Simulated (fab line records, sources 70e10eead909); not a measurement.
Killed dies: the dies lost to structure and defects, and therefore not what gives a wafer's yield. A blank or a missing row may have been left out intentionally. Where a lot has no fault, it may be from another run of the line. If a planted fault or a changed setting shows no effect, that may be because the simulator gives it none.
One fault through the eyes of 2 desks || flow nandHarc || each desk holds nothing but its own numbers, with what lay behind them at the end

== THE TOOL OWNER'S DESK: rieDiel-12 ==
The tool's own readings at NHARC_P_CONTACT_ETCH_36 (etches the open film in N2/H2, target depth 260 nm, time 406.25 s): means of the sampled wafers that have a number, for each lot that ran on this tool. Any lot whose mean is over 4 standard deviations away from the usual mean is out of limits and marked OUT; that distance is given in the brackets.
Columns: A = drypumpMotorCurrentA at NHARC_P_CONTACT_ETCH_36, usual 5.9 A; B = oesProductAu at NHARC_P_CONTACT_ETCH_36, usual 1.004 a.u.; C = rfVppV at NHARC_P_CONTACT_ETCH_36, usual 431.0 V; D = runLengthS at NHARC_P_CONTACT_ETCH_36, usual 427.6 s; E = showerheadPlenumPTorr at NHARC_P_CONTACT_ETCH_36, usual 2.06 Torr; F = throttleValvePct at NHARC_P_CONTACT_ETCH_36, usual 14.171 %
{"lot": "L803", "first seen here": "day 6 06:37", "A": 5.1, "B": 0.993, "C": 429.0, "D": 427.3, "E": 2.00, "F": 14.166}
{"lot": "L804", "first seen here": "day 6 09:39", "A": 5.1, "B": 1.006, "C": 429.8, "D": 427.3, "E": 2.04, "F": 14.172}
{"lot": "L805", "first seen here": "day 6 18:37", "A": 5.7, "B": 1.008, "C": 432.4, "D": 427.6, "E": 2.11, "F": 14.168}
{"lot": "L812", "first seen here": "day 8 21:20", "A": 5.9, "B": 1.014, "C": 431.0, "D": "386.4 (-98) OUT", "E": 2.04, "F": 14.171}
{"lot": "L815", "first seen here": "day 9 01:06", "A": 5.6, "B": 1.005, "C": 430.2, "D": "386.1 (-99) OUT", "E": 2.04, "F": 14.166}
This desk's verdict: out of limits on L812, L815, starting with L812 at day 8 21:20 (runLengthS at NHARC_P_CONTACT_ETCH_36). Within limits: L803, L804, L805.

== AT THE METROLOGY DESK ==
What the gauges read for every lot (on any tool): the sampled wafers with a number, averaged. Any lot whose mean is over 4 standard deviations away from the usual mean is out of limits and marked OUT; that distance is given in the brackets.
Columns: A = overlayXNm at NHARC_P_CONTACT_OVL_MEAS_13, usual -0.4 nm; B = overlayYNm at NHARC_P_CONTACT_OVL_MEAS_13, usual -0.3 nm; C = cdNm at NHARC_P_CONTACT_CD_MEAS_19, usual 88.8 nm
{"lot": "L800", "first seen here": "day 5 13:41", "A": -0.2, "B": -0.4, "C": 89.3}
{"lot": "L803", "first seen here": "day 6 06:14", "A": -0.2, "B": 1.0, "C": 89.0}
{"lot": "L802", "first seen here": "day 6 06:43", "A": -0.5, "B": 0.6, "C": 88.9}
{"lot": "L804", "first seen here": "day 6 09:21", "A": 0.2, "B": -1.0, "C": 89.5}
{"lot": "L806", "first seen here": "day 6 17:56", "A": 0.3, "B": -0.7, "C": 88.8}
{"lot": "L805", "first seen here": "day 6 18:19", "A": -1.3, "B": 0.1, "C": 88.9}
{"lot": "L808", "first seen here": "day 7 18:31", "A": 0.3, "B": 0.2, "C": 91.1}
{"lot": "L812", "first seen here": "day 8 21:04", "A": -1.1, "B": -0.9, "C": 88.0}
{"lot": "L815", "first seen here": "day 9 00:46", "A": -0.8, "B": -1.2, "C": 87.1}
{"lot": "L820", "first seen here": "day 10 15:59", "A": -1.4, "B": -1.4, "C": 90.0}
{"lot": "L821", "first seen here": "day 10 21:14", "A": -1.4, "B": 1.0, "C": 87.2}
{"lot": "L822", "first seen here": "day 10 22:08", "A": -1.3, "B": 0.2, "C": 89.6}
This desk's finding: nothing out of limits on any of the 12 lots.

== ALL TOGETHER ==
The tool owner's desk had the chance to raise an alarm at day 8 21:20 on L812, L815.
The metrology desk saw nothing out of limits.
The metrology desk holds a record of L812, L815, inside its limits.
Every lot named ran NHARC_P_CONTACT_ETCH_36 on rieDiel-12.

== WHAT THE SIMULATOR PUT IN ==
rieDiel-12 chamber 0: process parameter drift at NHARC_P_CONTACT_ETCH_36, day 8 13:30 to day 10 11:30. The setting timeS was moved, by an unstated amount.
Lots struck among those shown: L812, L815.
How many hours passed from the start of the fault until each desk's first out-of-limits reading: the tool owner's desk, 8.
